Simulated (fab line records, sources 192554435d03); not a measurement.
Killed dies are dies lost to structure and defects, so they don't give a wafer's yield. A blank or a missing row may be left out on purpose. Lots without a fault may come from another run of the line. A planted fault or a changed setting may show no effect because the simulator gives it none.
A struck lot beside a sound one | flow n5_finfet | 15 steps out of a route of 1938
Sound: wafers L171.1, L171.3, L171.4. Struck: wafers L181.4, L181.6. (L181.3 of the same lot was not struck and is left out.) The cause comes at the end.
At each step with rows: each side's tool, then ch and its chambers, then its first start. Under that, the readings that differ: sound wafers | struck wafers | difference of the means | sigmas: that difference in standard deviations of wafers without a fault.
alike: readings whose means differ by less than 2 such deviations, and words and numbers that are the same on both sides. not compared: withheld readings, readings that some wafer has no value for, bounds like >300 that may hide the same value, and numbers for which the record gives no deviation and whose values overlap.
The two part at a step that has a row with sigmas, a row that says differs or no value, or rows on one side only. Numbers that don't overlap but have no deviation are shown without sigmas and don't part them. A reading that every wafer of one side lacks parts them only if that side has two wafers or more.

N5_BEOL_M8_CURE_75: cures SiCOH lowk, time 120 s.
  sound on uv_cure-03 ch 1, day 13 08:38; struck on uv_cure-03 ch 2, day 16 21:55
  alike: lamp_power_pct, wafer_temp_C_max
then, 2 steps without rows for these wafers: N5_BEOL_M8_DEGAS_44 (time 60 s); N5_BEOL_M8_PRE_CLEAN_45 (time 30 s).
N5_BEOL_M8_ALD_77: deposits TaN, target thk 2 nm, pulse time 2 s, purge time 3 s.
  sound on ald_metal-01 ch 1,2,3, day 13 09:11; struck on ald_metal-04 ch 1,2, day 16 22:22
  alike: heater_power_w, mfc_carrier_sccm
N5_BEOL_M8_SURFACE_TREAT_79:
  sound on pvd_sputter-03, day 13 09:36; struck on pvd_sputter-02, day 16 22:49
  not compared: throttle_valve_pct
then, 1 step without rows for these wafers: N5_BEOL_M8_CVD_78 (deposits Co from CCTBA/H2, target thk 2 nm, time 142.3 s).
N5_BEOL_M8_SPUTTER_48: material Cu, target thk 10 nm, time 1.667 s.
  sound on pvd_sputter-01, day 13 09:53; struck on pvd_sputter-03, day 16 23:13
  alike: throttle_valve_pct
then, 1 step without rows for these wafers: N5_BEOL_M8_ECD_50 (material Cu, target thk 300 nm).
N5_BEOL_M8_ANNEAL_51: time 90 s.
  sound on rtp_anneal-02 ch 0, day 13 10:29; struck on rtp_anneal-01 ch 0, day 17 00:03
  alike: anneal_temp_c, wafer_temp_C_max
then, 1 step without rows for these wafers: N5_BEOL_M8_CMP_52 (polishes, stops on SiCOH lowk, t overpolish 6.9 s, target thk 80 nm).
N5_BEOL_M8_THK_MEAS_53: measures by xrf.
  sound on film_metro-02, day 13 11:05; struck on film_metro-02, day 17 00:40
  alike: M8_THK
then, 1 step without rows for these wafers: N5_BEOL_M8_PRE_CLEAN_55 (time 15 s).
N5_BEOL_M8_DEP_56: deposits SiCN from 3MS/NH3, target thk 10 nm, time 17.5 s.
  sound on pecvd-03 ch 0,1,2, day 13 11:09; struck on pecvd-03 ch 0,1, day 17 00:43
  reading                                  | sound        | struck  | difference | sigmas
  model.SiCN_of_BEOL_M8_DEP_56.thk_nm (nm) | 9.8 9.8 10.2 | 7.4 7.4 | -2.5       |
  alike: showerhead_plenum_p_Torr, throttle_valve_pct
N5_BEOL_M8_RS_MEAS_57: measures by four-point-probe.
  sound on film_metro-02, day 13 11:13; struck on film_metro-01, day 17 00:47
  alike: M8_RS
-- the record jumps here: 3 days lie between the struck wafers' starts before and after (it left off in module BEOL_M8 and takes up again in module PASSIVATION, whose first step shown is number 1936 of the route) --
N5_PASSIVATION_PROBE_49:
  sound on prober-01, day 16 03:46; struck on prober-01, day 20 05:11
  reading            | sound    | struck | difference | sigmas
  killed_at_M0_to_M3 | 21 24 24 | 59 56  | +34        | +3
  alike: defect_limited_yield, killed_at_M4_up, killed_at_contacts, killed_at_front_end, killed_at_other, killed_dies, killed_open, killed_short, sort_bin_5_function, sort_bin_6_memory, sort_n_pass, sort_yield_pct

WHERE THEY PART
Only at N5_PASSIVATION_PROBE_49, within this record.

WHY: what the simulator had put in
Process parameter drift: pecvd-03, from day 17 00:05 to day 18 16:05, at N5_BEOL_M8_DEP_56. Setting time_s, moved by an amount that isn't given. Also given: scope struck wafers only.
